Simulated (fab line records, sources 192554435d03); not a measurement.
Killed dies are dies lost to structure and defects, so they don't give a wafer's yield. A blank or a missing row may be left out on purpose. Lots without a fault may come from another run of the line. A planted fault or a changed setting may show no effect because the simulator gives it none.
fab line records | flow n5_finfet
record lots=7 wafers=21
route steps=1938 shown BEOL_M8@1377 BEOL_M9@1419 BEOL_M10@1509 BEOL_M11@1560 BEOL_M13@1673
start_h: hours from the record's first day to the start of the lot's first wafer shown | wait_h: hours since the lot's step before | " the same as in the row above | L1.1+2: a row that stands for several wafers | - no value, or no start given | * or withheld: withheld | < > ~ a bound
route shown NAME@n: a module of which the file shows steps, and the number in the route of the first | usual: mean/standard deviation of fault-free wafers | same: alike in all rows | chamber/n: place in a boat | sites: the reading at each site | _std_site: their standard deviation | _edge_site: outer sites' mean less inner sites' | radius_mm: how far each site lies from the wafer's centre | mask NAME#n: copy n | behind: the tool/chamber that last shaped the wafer | hold: why the lot was held/for how many hours/how that ended | device: the transistor (n, p or np) that didn't switch | end of line: the same wafers' tests at the end of the route | a step without rows: its recipe alone | killed: dies lost to structure and defects at the first sort, not the wafer's yield | map: a wafer's dies, x killed, . not, _ none there
set.NAME: the setting as run; set.NAME@STEP: as run at that earlier step | model.NAME: the simulator's own value behind a step, which no gauge read
lots whose settings were changed on purpose; a table a step, a row a wafer
## steps
# step N5_BEOL_M8_TRENCH_ETCH_37
# recipe chemistry=C4F6/O2 target_depth_a=934.78 target=SiCOH_lowk time_s=31.2 ion_energy_ev=250 pressure_mtorr=30 source_w=345 bias_w=185 Ar_flow_sccm=300 C4F6_flow_sccm=10 O2_flow_sccm=10
# usual rf_vpp_V=669/5.8
# columns lot.wafer tool chamber start_h wait_h set.source_w rf_vpp_V model.etch.depth_nm model.BEOL_M8.feature_depth_nm
L074.2 rie_diel-02 2 - - 307.3 711 91.13 91.2
L074.4 " 1 " " 307.3 709 89.26 89.2
L074.6 " 2 " " 345 668 94.73 94.8
L077.1 rie_diel-02 1 - - 345 670 91.84 91.8
L077.4 " 0 " " 345 660 94.58 94.6
L077.6 " 3 " " 345 660 90.28 90.2
L078.1 rie_diel-06 0 - - 345 667 91.86 91.8
L078.2 " 1 " " 397.9 627 97.47 97.4
L078.4 " 2 " " 397.9 625 97.53 97.6
L082.1 rie_diel-06 1 - - 345 674 93.77 93.8
L082.2 " 3 " " 345 675 93.93 94
L082.3 " 0 " " 310.3 705 88.95 89
L083.2 rie_diel-02 0 - - 312.4 695 90.96 91
L083.5 " 2 " " 312.4 705 90.19 90.2
L083.6 " 1 " " 312.4 704 88.67 88.6
L087.1 rie_diel-04 3 - - 345 676 93.97 94
L087.2 " 2 " " 345 674 93.7 93.6
L087.4 " 1 " " 345 664 94.84 94.8
L093.1 rie_diel-02 3 - - 345 658 94.19 94.2
L093.3 " 0 " " 345 662 95.28 95.2
L093.5 " 1 " " 345 667 93.84 93.8
# step N5_BEOL_M8_ETCH_41
# recipe chemistry=CH3F/O2 target=SiCN target_depth_a=319 taper_deg=2 time_s=57.8 ion_energy_ev=120 mask_material=TiN pressure_mtorr=30 source_w=395 bias_w=75 Ar_flow_sccm=150 CH3F_flow_sccm=30 O2_flow_sccm=20
# step N5_BEOL_M8_STRIP_80
# recipe chemistry=N2/H2 time_s=10 power_w=450 temp_c=40 pressure_mtorr=20 rf_frequency_hz=6e+07 bias_power_w=7 n2_flow_sccm=200 h2_flow_sccm=200
# step N5_BEOL_M8_OCD_MEAS_38
# usual trench_depth_nm=93.6/1.5
# columns lot.wafer tool chamber start_h wait_h set.source_w@BEOL_M8_TRENCH_ETCH_37 trench_depth_nm
L074.2 ocd-02 - 203.90 - 307.3 91.8
L074.4 " - " " 307.3 89.2
L074.6 " - " " 345 94.7
L077.1 ocd-02 - 205.24 - 345 91.9
L077.4 " - " " 345 94.2
L077.6 " - " " 345 90.2
L078.1 ocd-01 - 236.31 - 345 91.7
L078.2 " - " " 397.9 97.4
L078.4 " - " " 397.9 97.7
L082.1 ocd-02 - 246.50 - 345 94.0
L082.2 " - " " 345 94.1
L082.3 " - " " 310.3 89.2
L083.2 ocd-01 - 246.54 - 312.4 90.4
L083.5 " - " " 312.4 90.5
L083.6 " - " " 312.4 88.4
L087.1 ocd-02 - 281.07 - 345 93.7
L087.2 " - " " 345 93.4
L087.4 " - " " 345 95.4
L093.1 ocd-01 - 318.45 - 345 94.0
L093.3 " - " " 345 95.4
L093.5 " - " " 345 94.3
# step N5_BEOL_M9_ETCH_62
# recipe chemistry=N2/H2 target=SOC target_depth_a=1100 overetch_a=220 mask_material=SiARC temp_c=40 time_s=165 ion_energy_ev=200 pressure_mtorr=30 source_w=840 bias_w=150 n2_flow_sccm=200 h2_flow_sccm=200
# usual rf_vpp_V=524/3.2
# columns lot.wafer tool chamber start_h wait_h set.source_w rf_vpp_V
L074.2 rie_diel-03 3 211.39 0.0 840 517
L074.4 " 0 " " 840 528
L074.6 " 1 " " 840 525
L077.1 rie_diel-01 1 212.21 0.0 840 527
L077.4 " 2 " " 840 528
L077.6 " 1 " " 780.8 541
L078.1 rie_diel-05 2 240.52 0.0 893.5 511
L078.2 " 0 " " 840 521
L078.4 " 1 " " 893.5 513
L082.1 rie_diel-05 0 251.87 0.0 840 523
L082.2 " 2 " " 717.1 547
L082.3 " 1 " " 840 521
L083.2 rie_diel-03 0 252.07 0.0 840 526
L083.5 " 0 " " 840 525
L083.6 " 1 " " 840 527
L087.1 rie_diel-03 2 286.13 0.0 840 527
L087.2 " 3 " " 743.2 538
L087.4 " 0 " " 743.2 547
L093.1 rie_diel-03 1 324.97 0.0 840 527
L093.3 " 3 " " 840 519
L093.5 " 3 " " 840 519
# step N5_BEOL_M9_EXPOSE_25
# recipe mask_id=V8 na=0.33 source_shape=annular sigma_inner=0.4 sigma_outer=0.8 polarization=unpolarized dose_mj=37.25
# columns lot.wafer tool chamber start_h wait_h mask set.dose_mj
L074.2+4 euv_scanner-01 0 212.17 - V8#0 39.42
L074.6 " 0 " " V8#0 37.25
L077.1+6 euv_scanner-02 0 215.48 - V8#0 37.25
L077.4 " 0 " " V8#0 38.6
L078.1+4 euv_scanner-01 0 241.23 - V8#0 39.55
L078.2 " 0 " " V8#0 37.25
L082.1+2+3 euv_scanner-02 0 252.60 - V8#0 37.25
L083.2+5+6 euv_scanner-02 0 252.65 - V8#0 37.25
L087.1 euv_scanner-02 0 286.92 - V8#0 37.25
L087.2+4 " 0 " " V8#0 36.53
L093.1+3+5 euv_scanner-02 0 327.33 - V8#0 37.25
# step N5_BEOL_M9_PEB_26
# recipe peb_temp_c=100 peb_time_s=60 resist=CAR-EUV
# step N5_BEOL_M9_DEVELOP_27
# recipe develop_time_s=30 developer=TMAH resist=CAR-EUV rinse_liquid=surfactant_rinse dry=air_spin dev_temp_c=23
# step N5_BEOL_M9_CD_MEAS_28
# recipe target_cd_nm=70 landing_energy_ev=500 detector=se_inlens polarity=opening
# usual cd_nm=70.03/0.26
# columns lot.wafer tool chamber start_h wait_h set.dose_mj@BEOL_M9_EXPOSE_25 cd_nm
L074.2 cd_sem-01 0 212.30 - 39.42 71.65
L074.4 " 0 " " 39.42 71.21
L074.6 " 0 " " 37.25 70.44
L077.1 cd_sem-01 0 215.61 - 37.25 70.01
L077.4 " 0 " " 38.6 71.02
L077.6 " 0 " " 37.25 70.45
L078.1 cd_sem-02 0 241.36 - 39.55 71.53
L078.2 " 0 " " 37.25 70.26
L078.4 " 0 " " 39.55 71.43
L082.1 cd_sem-03 0 252.73 - 37.25 69.67
L082.2 " 0 " " 37.25 69.66
L082.3 " 0 " " 37.25 69.96
L083.2 cd_sem-02 0 252.77 - 37.25 70.30
L083.5 " 0 " " 37.25 70.71
L083.6 " 0 " " 37.25 70.65
L087.1 cd_sem-02 0 287.05 - 37.25 69.63
L087.2 " 0 " " 36.53 69.22
L087.4 " 0 " " 36.53 69.54
L093.1 cd_sem-03 0 327.46 - 37.25 70.11
L093.3 " 0 " " 37.25 70.29
L093.5 " 0 " " 37.25 70.07
# step N5_BEOL_M10_VIA_ETCH_34
# recipe chemistry=C4F6/O2 target=SiCOH_lowk target_depth_a=1845 mask_material=SOC taper_deg=4 time_s=69.2 ion_energy_ev=250 pressure_mtorr=30 source_w=345 bias_w=185 Ar_flow_sccm=300 C4F6_flow_sccm=10 O2_flow_sccm=10
# usual rf_vpp_V=668/5.7
# columns lot.wafer tool chamber start_h wait_h set.bias_w rf_vpp_V
L074.2 rie_diel-02 3 219.77 0.0 152.3 565
L074.4 " 2 " " 185 669
L074.6 " 2 " " 185 669
L077.1 rie_diel-02 3 224.28 0.0 185 659
L077.4 " 2 " " 185 669
L077.6 " 2 " " 209.1 737
L078.1 rie_diel-06 1 250.85 0.0 185 675
L078.2 " 2 " " 195.3 700
L078.4 " 0 " " 195.3 696
L083.2 rie_diel-06 3 262.04 0.0 160.7 604
L083.5 " 1 " " 185 674
L083.6 " 0 " " 160.7 596
L082.1 rie_diel-06 0 262.50 0.0 204.2 722
L082.2 " 2 " " 185 672
L082.3 " 1 " " 185 673
L087.1 rie_diel-04 1 293.08 0.0 206.6 724
L087.2 " 3 " " 206.6 738
L087.4 " 0 " " 185 662
L093.1 rie_diel-04 1 334.77 0.0 185 662
L093.3 " 0 " " 185 662
L093.5 " 1 " " 185 663
# step N5_BEOL_M11_COAT_63
# recipe resist=SOC temp_c=250 time_s=60 spin_rpm=1500 resist_thk_nm=100
# columns lot.wafer tool chamber start_h wait_h set.spin_rpm model.SOC_of_BEOL_M11_COAT_63.thk_nm
L074.2+6 litho_track-04 0 228.94 2.7 1500 100
L074.4 " 0 " " 1600 97
L077.1+6 litho_track-04 0 230.43 0.1 1394 103.6
L077.4 " 0 " " 1500 99.8
L078.1 litho_track-04 0 257.50 1.8 1500 99.8
L078.2 " 0 " " 1500 100
L078.4 " 0 " " 1500 100.2
L083.2+6 litho_track-03 0 271.35 1.8 1500 99.8
L083.5 " 0 " " 1500 99.2
L082.1 litho_track-04 0 271.36 1.6 1500 100.2
L082.2 " 0 " " 1500 99.8
L082.3 " 0 " " 1413 103.4
L087.1+4 litho_track-03 0 302.23 0.0 1500 100
L087.2 " 0 " " 1500 100.4
L093.1+3+5 litho_track-05 0 344.50 1.8 1500 100.2
# step N5_BEOL_M11_COAT_64
# recipe resist=SiARC temp_c=220 time_s=60 spin_rpm=1500 resist_thk_nm=30
# columns lot.wafer tool chamber start_h wait_h set.spin_rpm model.SiARC_of_BEOL_M11_COAT_64.thk_nm
L074.2+6 litho_track-04 0 - - 1663 28.6
L074.4 " 0 " " 1500 30
L077.1+4 litho_track-04 0 - - 1500 30.2
L077.6 " 0 " " 1432 30.8
L078.1+2+4 litho_track-04 0 - - 1438 30.6
L083.2 litho_track-03 0 - - 1500 30
L083.5+6 " 0 " " 1660 28.6
L082.1+2 litho_track-04 0 - - 1500 30
L082.3 " 0 " " 1404 31
L087.1 litho_track-03 0 - - 1500 30
L087.2 " 0 " " 1610 28.8
L087.4 " 0 " " 1610 29
L093.1+3+5 litho_track-05 0 - - 1500 30.2
# step N5_BEOL_M11_COAT_22
# recipe resist=CAR-ArF spin_rpm=1500 resist_thk_nm=90
# step N5_BEOL_M11_EBR_24
# recipe solvent=PGMEA ebr_width_mm=1.5
# step N5_BEOL_M11_DESCUM_33
# recipe chemistry=O2 time_s=7.9 source_power_w=50 bias_power_w=20 pressure_mtorr=20 rf_frequency_hz=2.712e+07 temp_c=40 resist=CAR-ArF o2_flow_sccm=225
# step N5_BEOL_M11_ETCH_65
# recipe chemistry=CF4 target=SiARC target_depth_a=390 mask_material=CAR-ArF time_s=65 ion_energy_ev=80 pressure_mtorr=40 source_w=545 bias_w=36 Ar_flow_sccm=100 cf4_flow_sccm=100 ends=cleared
# usual etch_rf_on_time_s=64.5/1.2
# columns lot.wafer tool chamber start_h wait_h set.spin_rpm@BEOL_M11_COAT_64 etch_rf_on_time_s model.etch.depth_nm model.CAR-ArF_of_BEOL_M11_COAT_22.thk_nm
L074.2 rie_diel-05 3 229.44 0.0 1663 61.1 28.69 56.4
L074.4 " 0 " " 1500 63.4 30.1 55
L074.6 " 0 " " 1663 60.6 28.66 56.6
L077.1 rie_diel-01 3 230.93 0.0 1500 62.1 30.28 55.4
L077.4 " 0 " " 1500 62.4 30.15 55.6
L077.6 " 1 " " 1432 64.4 30.82 55
L078.1 rie_diel-01 1 258.73 0.0 1438 64.3 30.6 54.6
L078.2 " 0 " " 1438 64.6 30.64 55
L078.4 " 1 " " 1438 64.7 30.67 55.2
L083.2 rie_diel-05 3 271.75 0.0 1500 64.4 29.94 55.6
L083.5 " 0 " " 1660 60.6 28.51 56.8
L083.6 " 3 " " 1660 60.8 28.51 57
L082.1 rie_diel-03 2 271.89 0.0 1500 65.4 30 55.6
L082.2 " 3 " " 1500 65.2 30.02 55.4
L082.3 " 1 " " 1404 66.7 31.02 54.6
L087.1 rie_diel-05 1 302.73 0.0 1500 64.5 30 55.6
L087.2 " 0 " " 1610 61.9 28.85 56.4
L087.4 " 3 " " 1610 62.0 28.93 56
L093.1 rie_diel-01 3 345.85 0.0 1500 63.4 30.14 55.4
L093.3 " 0 " " 1500 63.8 30.17 55.4
L093.5 " 2 " " 1500 65.8 30.14 55.4
# step N5_BEOL_M11_ETCH_66
# recipe chemistry=N2/H2 target=SOC target_depth_a=1200 overetch_a=240 mask_material=SiARC temp_c=40 time_s=180 ion_energy_ev=200 pressure_mtorr=30 source_w=840 bias_w=150 n2_flow_sccm=200 h2_flow_sccm=200
# columns lot.wafer tool chamber start_h wait_h set.spin_rpm@BEOL_M11_COAT_63 model.etch.depth_nm
L074.2 rie_diel-05 3 229.49 0.0 1500 99.96
L074.4 " 0 " " 1600 96.97
L074.6 " 0 " " 1500 100
L077.1 rie_diel-01 3 230.98 0.0 1394 103.5
L077.4 " 0 " " 1500 99.88
L077.6 " 1 " " 1394 103.7
L078.1 rie_diel-01 1 258.78 0.0 1500 99.85
L078.2 " 0 " " 1500 100.1
L078.4 " 1 " " 1500 100.2
L083.2 rie_diel-05 3 271.80 0.0 1500 99.89
L083.5 " 0 " " 1500 99.28
L083.6 " 3 " " 1500 99.81
L082.1 rie_diel-03 2 271.94 0.0 1500 100.2
L082.2 " 3 " " 1500 99.89
L082.3 " 1 " " 1413 103.4
L087.1 rie_diel-05 1 302.78 0.0 1500 99.91
L087.2 " 0 " " 1500 100.3
L087.4 " 3 " " 1500 99.94
L093.1+3+5 rie_diel-01 3,0,2 345.90 0.0 1500 100.2
# step N5_BEOL_M11_STRIP_69
# recipe chemistry=N2/H2 temp_c=40 n2_flow_sccm=200 h2_flow_sccm=200 rf_frequency_hz=6e+07
# step N5_BEOL_M11_VIA_ETCH_34
# recipe chemistry=C4F6/O2 target=SiCOH_lowk target_depth_a=1845 mask_material=SOC taper_deg=4 time_s=69.2 ion_energy_ev=250 pressure_mtorr=30 source_w=345 bias_w=185 Ar_flow_sccm=300 C4F6_flow_sccm=10 O2_flow_sccm=10
# columns lot.wafer tool chamber start_h wait_h set.spin_rpm@BEOL_M11_COAT_63 model.SOC_of_BEOL_M11_COAT_63.thk_nm
L074.2+6 rie_diel-05 3,0 229.61 0.0 1500 92
L074.4 " 0 " " 1600 89
L077.1 rie_diel-01 3 231.10 0.0 1394 95.2
L077.4 " 0 " " 1500 91.6
L077.6 " 1 " " 1394 95.4
L078.1 rie_diel-01 1 258.91 0.0 1500 91.6
L078.2+4 " 0,1 " " 1500 91.8
L083.2 rie_diel-05 3 271.92 0.0 1500 92
L083.5 " 0 " " 1500 91.2
L083.6 " 3 " " 1500 91.8
L082.1 rie_diel-03 2 272.07 0.0 1500 92.2
L082.2 " 3 " " 1500 92
L082.3 " 1 " " 1413 95.2
L087.1 rie_diel-05 1 302.90 0.0 1500 91.6
L087.2 " 0 " " 1500 92.4
L087.4 " 3 " " 1500 92
L093.1+3 rie_diel-01 3,0 346.03 0.0 1500 92
L093.5 " 2 " " 1500 92.4
# step N5_BEOL_M13_ETCH_59
# recipe chemistry=N2/H2 target=BARC target_depth_a=890 overetch_a=267 time_s=67.9 ion_energy_ev=200 pressure_mtorr=30 source_w=840 bias_w=150 n2_flow_sccm=200 h2_flow_sccm=200
# columns lot.wafer tool chamber start_h wait_h set.time_s model.coat_of_BEOL_M13_COAT_04.thk_nm
L074.2 rie_diel-05 2 239.31 0.0 63.46 323.8
L074.4 " 1 " " 67.9 317.4
L074.6 " 0 " " 63.46 322
L077.1 rie_diel-05 2 239.76 0.0 67.9 316.4
L077.4 " 1 " " 67.9 314.2
L077.6 " 0 " " 67.9 314
L078.1 rie_diel-03 3 267.89 0.0 58.03 329.6
L078.2 " 2 " " 58.03 326.8
L078.4 " 1 " " 67.9 318.4
L083.2 rie_diel-05 1 281.95 0.0 67.9 314.2
L083.5 " 2 " " 67.9 317.8
L083.6 " 1 " " 62.3 322
L082.1+3 rie_diel-05 3,1 285.82 0.0 67.9 318.2
L082.2 " 2 " " 67.9 321
L087.1 rie_diel-03 2 312.40 0.0 67.9 319
L087.2 " 1 " " 79.47 308.2
L087.4 " 0 " " 67.9 317.2
L093.1 rie_diel-01 2 358.94 0.0 67.9 316.6
L093.3 " 3 " " 67.9 315.6
L093.5 " 1 " " 67.9 317
# step N5_BEOL_M13_EXPOSE_25
# recipe mask_id=M13 na=0.93 source_shape=conventional sigma_outer=0.4 polarization=unpolarized target_cd_nm=210 dose_mj=22
# columns lot.wafer tool chamber start_h wait_h mask set.dose_mj
L074.2+4 krf_scanner-01 0 239.96 - M13#0 20.57
L074.6 " 0 " " M13#0 22
L077.1+4 krf_scanner-01 0 240.41 - M13#0 22
L077.6 " 0 " " M13#0 21.55
L078.1 krf_scanner-02 0 268.54 - M13#0 22
L078.2+4 " 0 " " M13#0 23.38
L083.2+5+6 krf_scanner-01 0 282.73 - M13#0 22
L082.1+2 krf_scanner-02 0 286.59 - M13#0 22
L082.3 " 0 " " M13#0 21.49
L087.1+2+4 krf_scanner-01 0 313.18 - M13#0 22.88
L093.1+3+5 krf_scanner-02 0 359.59 - M13#0 22
# step N5_BEOL_M13_PEB_26
# recipe peb_temp_c=130 peb_time_s=90
# step N5_BEOL_M13_DEVELOP_27
# recipe develop_time_s=45 rinse_liquid=diw dry=air_spin dev_temp_c=21
# step N5_BEOL_M13_HARDBAKE_32
# recipe temp_c=130 time_s=120
# step N5_BEOL_M13_CD_MEAS_28
# recipe target_cd_nm=209.5 landing_energy_ev=500 detector=se_inlens
# usual cd_nm=209.9/1.2
# columns lot.wafer tool chamber start_h wait_h set.dose_mj@BEOL_M13_EXPOSE_25 cd_nm
L074.2 cd_sem-01 0 240.13 - 20.57 205.3
L074.4 " 0 " " 20.57 204.9
L074.6 " 0 " " 22 211.9
L077.1 cd_sem-02 0 240.58 - 22 211.3
L077.4 " 0 " " 22 211.7
L077.6 " 0 " " 21.55 208.5
L078.1 cd_sem-02 0 268.71 - 22 209.9
L078.2 " 0 " " 23.38 216.0
L078.4 " 0 " " 23.38 216.2
L083.2 cd_sem-01 0 282.90 - 22 209.9
L083.5 " 0 " " 22 210.3
L083.6 " 0 " " 22 210.7
L082.1 cd_sem-02 0 286.77 - 22 209.1
L082.2 " 0 " " 22 209.1
L082.3 " 0 " " 21.49 207.6
L087.1 cd_sem-02 0 313.35 - 22.88 213.8
L087.2 " 0 " " 22.88 214.8
L087.4 " 0 " " 22.88 214.7
L093.1 cd_sem-02 0 359.76 - 22 211.4
L093.3 " 0 " " 22 210.9
L093.5 " 0 " " 22 211.2
# step N5_BEOL_M13_DESCUM_33
# recipe chemistry=O2 time_s=7.9 source_power_w=50 bias_power_w=20 pressure_mtorr=20 rf_frequency_hz=2.712e+07 temp_c=40 o2_flow_sccm=225
# columns lot.wafer tool chamber start_h wait_h set.dose_mj@BEOL_M13_EXPOSE_25 model.BEOL_M13.cd_nm
L074.2+4 rie_diel-01 1,3 240.38 0.2 20.57 205.2
L074.6 " 3 " " 22 212
L077.1 rie_diel-05 1 240.69 0.0 22 211.4
L077.4 " 3 " " 22 211.6
L077.6 " 1 " " 21.55 208.4
L078.1 rie_diel-01 2 268.80 0.0 22 209.6
L078.2+4 " 0,3 " " 23.38 216.2
L083.2 rie_diel-03 1 282.98 0.0 22 210
L083.5 " 2 " " 22 210.4
L083.6 " 3 " " 22 210.2
L082.1 rie_diel-03 3 286.85 0.0 22 209.4
L082.2 " 0 " " 22 209.2
L082.3 " 2 " " 21.49 207.6
L087.1 rie_diel-01 2 313.44 0.0 22.88 214.2
L087.2+4 " 0,3 " " 22.88 214.6
L093.1 rie_diel-01 1 359.85 0.0 22 211.4
L093.3+5 " 3,1 " " 22 211.2
# step N5_BEOL_M13_ETCH_67
# recipe chemistry=CF4 target=SiARC target_depth_a=1430 time_s=238.3 ion_energy_ev=80 pressure_mtorr=40 source_w=545 bias_w=36 Ar_flow_sccm=100 cf4_flow_sccm=100 ends=cleared
# step N5_BEOL_M13_ETCH_68
# recipe chemistry=N2/H2 target=SOC mask_material=SiARC source_w=3000 bias_w=350 temp_c=40 time_s=355 ion_energy_ev=200 pressure_mtorr=30 n2_flow_sccm=200 h2_flow_sccm=200
# columns lot.wafer tool chamber start_h wait_h set.dose_mj@BEOL_M13_EXPOSE_25 model.BEOL_M13.cd_nm
L074.2 rie_diel-01 1 240.57 0.1 20.57 205.2
L074.4 " 3 " " 20.57 204.4
L074.6 " 3 " " 22 212.4
L077.1 rie_diel-05 1 240.87 0.1 22 212.2
L077.4 " 3 " " 22 213.2
L077.6 " 1 " " 21.55 209.6
L078.1 rie_diel-01 2 268.98 0.1 22 211
L078.2 " 0 " " 23.38 218.2
L078.4 " 3 " " 23.38 217.6
L083.2 rie_diel-03 1 283.16 0.1 22 212
L083.5 " 2 " " 22 211.2
L083.6 " 3 " " 22 211.4
L082.1 rie_diel-03 3 287.04 0.1 22 209.8
L082.2 " 0 " " 22 210.4
L082.3 " 2 " " 21.49 207.2
L087.1 rie_diel-01 2 313.62 0.1 22.88 213.6
L087.2 " 0 " " 22.88 216.2
L087.4 " 3 " " 22.88 215.2
L093.1 rie_diel-01 1 360.03 0.1 22 213
L093.3 " 3 " " 22 213.2
L093.5 " 1 " " 22 212.8
## key
split step=N5_BEOL_M8_TRENCH_ETCH_37 setting=source_w stated=345 by=wafer
response step=N5_BEOL_M8_TRENCH_ETCH_37 reading=rf_vpp_V change=-3.06 per=1% r=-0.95
response step=N5_BEOL_M8_TRENCH_ETCH_37 reading=model.etch.depth_nm change=+0.407 per=1% r=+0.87
response step=N5_BEOL_M8_TRENCH_ETCH_37 reading=model.BEOL_M8.feature_depth_nm change=+0.41 per=1% r=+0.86
response step=N5_BEOL_M8_OCD_MEAS_38 reading=trench_depth_nm change=+0.404 per=1% r=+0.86
split step=N5_BEOL_M9_ETCH_62 setting=source_w stated=840 by=wafer
response step=N5_BEOL_M9_ETCH_62 reading=rf_vpp_V change=-1.58 per=1% r=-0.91
split step=N5_BEOL_M9_EXPOSE_25 setting=dose_mj stated=37.25 by=wafer
response step=N5_BEOL_M9_CD_MEAS_28 reading=cd_nm change=+0.187 per=1% r=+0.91
split step=N5_BEOL_M10_VIA_ETCH_34 setting=bias_w stated=185 by=wafer
response step=N5_BEOL_M10_VIA_ETCH_34 reading=rf_vpp_V change=+5.61 per=1% r=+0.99
split step=N5_BEOL_M11_COAT_63 setting=spin_rpm stated=1500 by=wafer
response step=N5_BEOL_M11_COAT_63 reading=model.SOC_of_BEOL_M11_COAT_63.thk_nm change=-0.52 per=1% r=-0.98
response step=N5_BEOL_M11_ETCH_66 reading=model.etch.depth_nm change=-0.514 per=1% r=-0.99
response step=N5_BEOL_M11_VIA_ETCH_34 reading=model.SOC_of_BEOL_M11_COAT_63.thk_nm change=-0.501 per=1% r=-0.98
split step=N5_BEOL_M11_COAT_64 setting=spin_rpm stated=1500 by=wafer
response step=N5_BEOL_M11_COAT_64 reading=model.SiARC_of_BEOL_M11_COAT_64.thk_nm change=-0.136 per=1% r=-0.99
response step=N5_BEOL_M11_ETCH_65 reading=etch_rf_on_time_s change=* per=1% r=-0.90
response step=N5_BEOL_M11_ETCH_65 reading=model.etch.depth_nm change=-0.138 per=1% r=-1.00
response step=N5_BEOL_M11_ETCH_65 reading=model.CAR-ArF_of_BEOL_M11_COAT_22.thk_nm change=+0.123 per=1% r=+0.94
split step=N5_BEOL_M13_ETCH_59 setting=time_s stated=67.9 by=wafer
response step=N5_BEOL_M13_ETCH_59 reading=model.coat_of_BEOL_M13_COAT_04.thk_nm change=-0.648 per=1% r=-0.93
split step=N5_BEOL_M13_EXPOSE_25 setting=dose_mj stated=22 by=wafer
response step=N5_BEOL_M13_CD_MEAS_28 reading=cd_nm change=+1.02 per=1% r=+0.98
response step=N5_BEOL_M13_DESCUM_33 reading=model.BEOL_M13.cd_nm change=+1.05 per=1% r=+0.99
response step=N5_BEOL_M13_ETCH_68 reading=model.BEOL_M13.cd_nm change=+1.16 per=1% r=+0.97
